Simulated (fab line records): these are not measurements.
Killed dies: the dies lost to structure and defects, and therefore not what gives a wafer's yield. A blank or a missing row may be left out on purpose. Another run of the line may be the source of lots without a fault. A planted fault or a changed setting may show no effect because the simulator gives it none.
fab line records	flow n5Finfet	part 2 of 2: steps 16 to 26 of 26
[record] lots = 5	wafers = 15	lastDay = 17
route steps=1938 shown SD_EPI_N@274 SD_EPI_P@295
lots that met no fault: taken from a fault-free run of the same line
startH: hours from the record's opening day to when the first of the lot's shown wafers began	waitH: time in hours since the lot's previous step	" identical to the entry in the row above	L1.1+2: one row covering several wafers at once	- no value, or no start given	* or withheld: withheld	< > ~ a bound
route shown NAME@n: names a module that has steps shown in the file, with the first one's number in the route	usual: mean and standard deviation over wafers with no fault	same: alike in all rows	chamber/n: place in a boat	sites: the reading at each site	_std_site: the values' standard deviation	_edge_site: outer sites' mean less inner sites'	radiusMm: for every site, how far away it sits from the centre of the wafer	mask NAME#n: copy n	behind: the last tool/chamber to shape the wafer	hold: what put the lot on hold/how long, in hours/how the hold closed	device: the n, p or np transistor that did not switch	end of line: at the end of the route, the tests of the same wafers	for a step that has no rows: nothing shown but its recipe	killed: count of dies lost to structure and defects at first sort (not the wafer's yield)	map: a wafer's dies, marking killed ones x, the rest . and places with no die _
set.NAME: setting as actually run; set.NAME@STEP: the setting as run at that earlier step	model.NAME: the simulator's own value behind a step, which no gauge read
a table for each step, a row for each wafer; lots at some steps of the route
services: when a tool's chamber went out of use (startH, in hours from the record's first day, below 0 if earlier), for how many hours, and the reason
[[steps]]
[step N5_SD_EPI_N_EPI_MEAS_23]
[recipe] mode = xrd
[usual] thkNm = 58.9/1.1
lot.wafer	tool	chamber	startH	waitH	thkNm
L081.1	filmMetro-02	-	94.85	1.4	57.1
L081.2	"	-	"	"	58.9
L081.4	"	-	"	"	59.9
L083.2	filmMetro-02	-	109.04	1.5	58.5
L083.3	"	-	"	"	57.3
L083.5	"	-	"	"	59.4
L085.1	filmMetro-02	-	120.00	1.4	59.1
L085.3	"	-	"	"	58.7
L085.6	"	-	"	"	57.0
L088.2	filmMetro-02	-	141.95	1.2	58.6
L088.5	"	-	"	"	57.9
L088.6	"	-	"	"	58.2
L089.2	filmMetro-02	-	147.90	1.2	60.3
L089.4	"	-	"	"	60.2
L089.5	"	-	"	"	58.5
[step N5_SD_EPI_N_PRECLEAN_24]
[recipe] chemistry = O3/DIW	timeS = 60	tempC = 22	o3Ppm = 10
[usual] tempC = 22.00/0.1
lot.wafer	tool	chamber	startH	waitH	tempC
L081.1	wetBench-02	1	94.89	0.0	21.82
L081.2	"	5	"	"	21.93
L081.4	"	0	"	"	21.80
L083.2	wetBench-02	5	109.08	0.0	22.04
L083.3	"	4	"	"	22.09
L083.5	"	3	"	"	21.99
L085.1	wetBench-04	4	120.04	0.0	21.98
L085.3	"	6	"	"	22.09
L085.6	"	5	"	"	21.91
L088.2	wetBench-02	7	141.99	0.0	22.03
L088.5	"	1	"	"	22.11
L088.6	"	4	"	"	21.99
L089.2	wetBench-02	1	147.94	0.0	22.02
L089.4	"	0	"	"	22.04
L089.5	"	6	"	"	22.14
[step N5_SD_EPI_N_SRD_25]
[recipe] timeS = 30	tempC = 23	rinseLiquid = diw	dry = ipaMarangoni
[usual] tempC = 23.01/0.11
lot.wafer	tool	chamber	startH	waitH	tempC
L081.1	wetBench-02	1	94.91	0.0	23.12
L081.2	"	5	"	"	22.93
L081.4	"	0	"	"	23.01
L083.2	wetBench-02	5	109.09	0.0	23.00
L083.3	"	4	"	"	23.09
L083.5	"	3	"	"	22.97
L085.1	wetBench-04	4	120.06	0.0	23.07
L085.3	"	6	"	"	23.00
L085.6	"	5	"	"	23.24
L088.2	wetBench-02	7	142.01	0.0	22.84
L088.5	"	1	"	"	22.90
L088.6	"	4	"	"	23.06
L089.2	wetBench-02	1	147.96	0.0	22.96
L089.4	"	0	"	"	23.15
L089.5	"	6	"	"	22.85
[step N5_SD_EPI_N_PRECLEAN_49]
[recipe] chemistry = NF3:NH3	afsCycles = 1	tempC = 30	timeS = 20	sublimationTempC = 180	sublimationTimeS = 60	pressureTorr = 3	rfPowerW = 30
[usual] pressureTorr = 2.999/0.0056	tempC = 29.98/0.11
lot.wafer	tool	chamber	startH	waitH	pressureTorr	tempC
L081.1	remotePlasma-02	0	94.96	0.0	2.995	30.01
L081.2	"	0	"	"	2.996	29.93
L081.4	"	0	"	"	3.013	29.92
L083.2	remotePlasma-01	1	109.17	0.1	3.007	30.06
L083.3	"	1	"	"	2.998	29.85
L083.5	"	1	"	"	3.007	30.19
L085.1	remotePlasma-02	0	120.10	0.0	2.996	30.10
L085.3	"	0	"	"	3.000	29.86
L085.6	"	0	"	"	3.000	30.00
L088.2	remotePlasma-01	1	142.08	0.1	2.998	29.84
L088.5	"	1	"	"	3.002	29.97
L088.6	"	1	"	"	2.998	29.93
L089.2	remotePlasma-02	1	148.04	0.1	3.005	30.00
L089.4	"	1	"	"	3.002	30.13
L089.5	"	1	"	"	3.008	30.02
[step N5_SD_EPI_N_LINER_46]
[recipe] material = SiNx	targetThkA = 30	tempC = 400	aldPrecursorFamily = SiH2I2	aldCoReactant = N2/H2-plasma	pressureTorr = 2
[usual] heaterPowerW = 840/76	susceptorTempC = 399.98/0.21
lot.wafer	tool	chamber	startH	waitH	heaterPowerW	susceptorTempC
L081.1	aldSin-01	1	95.52	0.5	819	399.71
L081.2	"	2	"	"	876	400.24
L081.4	"	0	"	"	794	399.95
L083.2	aldSin-02	3	109.34	0.1	891	399.93
L083.3	"	0	"	"	758	400.14
L083.5	"	3	"	"	893	399.76
L085.1	aldSin-01	3	120.48	0.3	865	400.31
L085.3	"	0	"	"	795	399.77
L085.6	"	1	"	"	836	399.81
L088.2	aldSin-04	3	142.25	0.1	942	400.41
L088.5	"	3	"	"	945	399.91
L088.6	"	0	"	"	774	399.99
L089.2	aldSin-04	0	148.21	0.1	798	399.76
L089.4	"	2	"	"	804	399.84
L089.5	"	1	"	"	757	400.32
[step N5_SD_EPI_N_INSPECT_26]
[recipe] inspectInstrument = darkfield	mode = postEpi
[usual] rawDefectCount = 197/36
lot.wafer	tool	chamber	startH	waitH	rawDefectCount
L081.1	defectInspect-01	-	95.77	0.1	218
L081.2	"	-	"	"	174
L081.4	"	-	"	"	178
L083.2	defectInspect-02	-	109.59	0.1	198
L083.3	"	-	"	"	202
L083.5	"	-	"	"	258
L085.1	defectInspect-02	-	120.73	0.1	105
L085.3	"	-	"	"	160
L085.6	"	-	"	"	160
L088.2	defectInspect-01	-	142.50	0.1	201
L088.5	"	-	"	"	152
L088.6	"	-	"	"	182
L089.2	defectInspect-01	-	148.46	0.1	224
L089.4	"	-	"	"	236
L089.5	"	-	"	"	240
[step N5_SD_EPI_P_COAT_34]
[recipe] resist = SOC	tempC = 250	timeS = 60	spinRpm = 1500	resistThkNm = 350
[usual] resistLineTempC = 22.97/0.11
lot.wafer	tool	chamber	startH	waitH	resistLineTempC
L081.1	lithoTrack-05	0	95.80	0.0	23.06
L081.2	"	0	"	"	22.93
L081.4	"	0	"	"	22.77
L083.2	lithoTrack-03	0	109.62	0.0	22.83
L083.3	"	0	"	"	23.04
L083.5	"	0	"	"	22.82
L085.1	lithoTrack-04	0	120.76	0.0	23.09
L085.3	"	0	"	"	23.01
L085.6	"	0	"	"	23.03
L088.2	lithoTrack-04	0	142.54	0.0	22.88
L088.5	"	0	"	"	22.97
L088.6	"	0	"	"	22.83
L089.2	lithoTrack-03	0	148.49	0.0	22.80
L089.4	"	0	"	"	22.72
L089.5	"	0	"	"	22.75
[step N5_SD_EPI_P_COAT_35]
[recipe] resist = SiARC	tempC = 220	timeS = 60	spinRpm = 1500	resistThkNm = 35
[usual] resistLineTempC = 23.01/0.087
lot.wafer	tool	chamber	startH	waitH	resistLineTempC
L081.1	lithoTrack-05	0	-	-	23.07
L081.2	"	0	"	"	22.99
L081.4	"	0	"	"	23.04
L083.2	lithoTrack-03	0	-	-	22.97
L083.3	"	0	"	"	22.93
L083.5	"	0	"	"	22.88
L085.1	lithoTrack-04	0	-	-	23.08
L085.3	"	0	"	"	22.79
L085.6	"	0	"	"	23.10
L088.2	lithoTrack-04	0	-	-	22.97
L088.5	"	0	"	"	23.14
L088.6	"	0	"	"	23.10
L089.2	lithoTrack-03	0	-	-	22.91
L089.4	"	0	"	"	22.86
L089.5	"	0	"	"	22.95
[step N5_SD_EPI_P_COAT_03]
[recipe] resist = CAR-ArF-block	spinRpm = 1500	resistThkNm = 150
[usual] resistLineTempC = 23.02/0.13
lot.wafer	tool	chamber	startH	waitH	resistLineTempC
L081.1	lithoTrack-05	0	-	-	22.79
L081.2	"	0	"	"	23.02
L081.4	"	0	"	"	22.97
L083.2	lithoTrack-03	0	-	-	22.91
L083.3	"	0	"	"	22.86
L083.5	"	0	"	"	22.89
L085.1	lithoTrack-04	0	-	-	23.15
L085.3	"	0	"	"	23.20
L085.6	"	0	"	"	23.31
L088.2	lithoTrack-04	0	-	-	23.10
L088.5	"	0	"	"	23.01
L088.6	"	0	"	"	23.14
L089.2	lithoTrack-03	0	-	-	22.93
L089.4	"	0	"	"	23.21
L089.5	"	0	"	"	22.96
[step N5_SD_EPI_P_EBR_05]
[recipe] solvent = PGMEA	ebrWidthMm = 1.5
[usual] resistLineTempC = 23.00/0.12
lot.wafer	tool	chamber	startH	waitH	resistLineTempC
L081.1	lithoTrack-05	0	-	-	22.95
L081.2	"	0	"	"	23.05
L081.4	"	0	"	"	23.00
L083.2	lithoTrack-03	0	-	-	22.83
L083.3	"	0	"	"	22.89
L083.5	"	0	"	"	23.06
L085.1	lithoTrack-04	0	-	-	23.01
L085.3	"	0	"	"	22.97
L085.6	"	0	"	"	23.21
L088.2	lithoTrack-04	0	-	-	23.01
L088.5	"	0	"	"	23.06
L088.6	"	0	"	"	23.11
L089.2	lithoTrack-03	0	-	-	23.08
L089.4	"	0	"	"	23.15
L089.5	"	0	"	"	22.81
[step N5_SD_EPI_P_SOFTBAKE_04]
[recipe] tempC = 110	timeS = 60	resist = CAR-ArF-block
[usual] resistLineTempC = 22.97/0.12
lot.wafer	tool	chamber	startH	waitH	resistLineTempC
L081.1	lithoTrack-05	0	-	-	23.15
L081.2	"	0	"	"	23.00
L081.4	"	0	"	"	23.06
L083.2	lithoTrack-03	0	-	-	22.85
L083.3	"	0	"	"	22.97
L083.5	"	0	"	"	22.73
L085.1	lithoTrack-04	0	-	-	22.83
L085.3	"	0	"	"	22.86
L085.6	"	0	"	"	22.78
L088.2	lithoTrack-04	0	-	-	22.91
L088.5	"	0	"	"	23.16
L088.6	"	0	"	"	22.93
L089.2	lithoTrack-03	0	-	-	22.86
L089.4	"	0	"	"	22.96
L089.5	"	0	"	"	22.88
[[services]]
tool	chamber	startH	hours	kind
aldSin-02	3	69.04	8.8	repair
rieDiel-03	3	69.61	-	clean
rieDiel-03	3	69.61	-	consumableReplace:focusRing
rieDiel-03	3	69.61	30.0	scheduledDown
rieDiel-03	3	69.61	30.0	ventCycle
epiRpcvd-03	-	70.03	1.4	repair
epiRpcvd-03	-	77.28	2.8	pm
aldSin-02	0	79.75	13.8	repair
aldSin-04	-	85.25	14.0	pm
rieSi-05	3	88.26	6.9	repair
plasmaAsher-02	-	89.19	4.2	repair
epiRpcvd-04	-	92.30	8.1	pm
lithoTrack-04	-	96.29	-	consumableReplace:filter
rieSi-06	-	106.71	2.8	repair
rieDiel-04	1	120.51	-	clean
rieDiel-04	1	120.51	-	consumableReplace:focusRing
rieDiel-04	1	120.51	22.1	scheduledDown
rieDiel-04	1	120.51	22.1	ventCycle
aldSin-02	2	121.53	6.1	repair
aldSin-01	3	122.03	7.9	repair
rieDiel-03	0	134.87	-	clean
rieDiel-03	0	134.87	-	consumableReplace:focusRing
rieSi-03	-	144.87	0.2	repair
rieDiel-04	0	147.84	10.7	repair
